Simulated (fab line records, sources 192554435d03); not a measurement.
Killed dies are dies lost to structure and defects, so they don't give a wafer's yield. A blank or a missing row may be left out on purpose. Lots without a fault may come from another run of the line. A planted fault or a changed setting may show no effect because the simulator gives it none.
One fault seen from 2 desks | flow n5_finfet | each desk has only its own numbers; what lay behind them comes last

THE METROLOGY DESK
What the gauges read, lot by lot, whatever tool the lot ran on: means of the sampled wafers that have a number. A lot is out of limits, marked OUT, if its mean lies more than 4 standard deviations from the usual mean; the brackets give that distance. Of its 14 readings 7 are shown: the one that was out of limits first, and those that lie furthest out on some lot.
Columns: A = NWELL_OVL at N5_WELL_APT_OVL_MEAS_09, usual -2 nm; B = cd_nm at N5_WELL_APT_CD_MEAS_25, usual 198.9 nm; C = PWELL_OVL at N5_WELL_APT_OVL_MEAS_26, usual -2 nm; D = ION_N at N5_BEOL_M4_RC_MEAS_101, usual 675 uA/um; E = ION_P at N5_BEOL_M4_RC_MEAS_101, usual 463 uA/um; F = RS_NWELL at N5_BEOL_M4_RC_MEAS_101, usual 1036 ohm/sq; G = VT_P at N5_BEOL_M4_RC_MEAS_101, usual -251 mV
lot  | first seen here | A   | B     | C  | D   | E   | F             | G
L599 | day 1 13:41     | 4   | 199.4 | -6 | 665 | 461 | 1036          | -251
L600 | day 1 20:22     | 0   | 198.1 | -6 | 670 | 458 | 1048          | -254
L604 | day 2 19:50     | 0   | 200.8 | 1  | 676 | 461 | 1039          | -251
L606 | day 3 07:47     | 2   | 195.2 | -9 | 676 | 467 | 1021          | -249
L610 | day 4 07:35     | -8  | 196.2 | -7 | 666 | 465 | 1036          | -247
L611 | day 4 13:36     | -4  | 199.0 | 11 | 673 | 461 | 940 (-14) OUT | -251
L612 | day 4 19:37     | -1  | 199.8 | 10 | 670 | 460 | 1039          | -251
L613 | day 5 02:29     | 2   | 198.9 | -5 | 678 | 470 | 1037          | -249
L614 | day 5 07:37     | -7  | 200.5 | 2  | 653 | 449 | 944 (-14) OUT | -257
L615 | day 5 13:49     | -10 | 200.1 | -3 | 691 | 475 | 1041          | -248
L622 | day 7 07:44     | 3   | 197.8 | -6 | 692 | 477 | 1034          | -246
This desk's finding: out of limits on L611, L614; first on L611, day 11 07:26 (RS_NWELL at N5_BEOL_M4_RC_MEAS_101). In limits: L599, L600, L604, L606, L610, L612, L613, L615, L622.

THE TOOL OWNER'S DESK: implanter-01
The tool's own readings at N5_WELL_APT_IMPLANT_14: means of the sampled wafers that have a number, for each lot that ran on this tool. A lot is out of limits, marked OUT, if its mean lies more than 4 standard deviations from the usual mean; the brackets give that distance.
Columns: A = beam_energy_keV at N5_WELL_APT_IMPLANT_14, usual 160.00; B = end_station_pressure_torr at N5_WELL_APT_IMPLANT_14, usual 5.14e-06 Torr; C = rotation_deg at N5_WELL_APT_IMPLANT_14, usual 0.001 degrees
lot  | first seen here | A                        | B        | C
L600 | day 1 21:09     | 159.99                   | 5.20e-06 | 0.016
L604 | day 2 21:38     | 160.06                   | 5.09e-06 | 0.013
L606 | day 3 09:04     | 160.00                   | 5.37e-06 | 0.005
L610 | day 4 07:44     | 160.02                   | 5.09e-06 | 0.024
L611 | day 4 13:47     | 194.00 (+99 or more) OUT | 5.16e-06 | -0.021
L614 | day 5 07:49     | 193.94 (+99 or more) OUT | 5.04e-06 | -0.025
This desk's finding: out of limits on L611, L614; first on L611, day 4 13:47 (beam_energy_keV at N5_WELL_APT_IMPLANT_14). In limits: L600, L604, L606, L610.

PUT TOGETHER
The tool owner's desk could have raised an alarm at day 4 13:47, on L611, L614.
The metrology desk could have raised an alarm at day 11 07:26, on L611, L614.
Of the lots named, all ran N5_WELL_APT_IMPLANT_14 on implanter-01.

WHAT THE SIMULATOR HAD PUT IN
Process parameter drift: implanter-01, from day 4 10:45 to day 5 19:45, at N5_WELL_APT_IMPLANT_14. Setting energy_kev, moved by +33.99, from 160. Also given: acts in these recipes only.
Lots struck among those shown: L611, L614.
Hours from the fault's start to each desk's first reading out of limits: the tool owner's desk, 3; the metrology desk, 165.
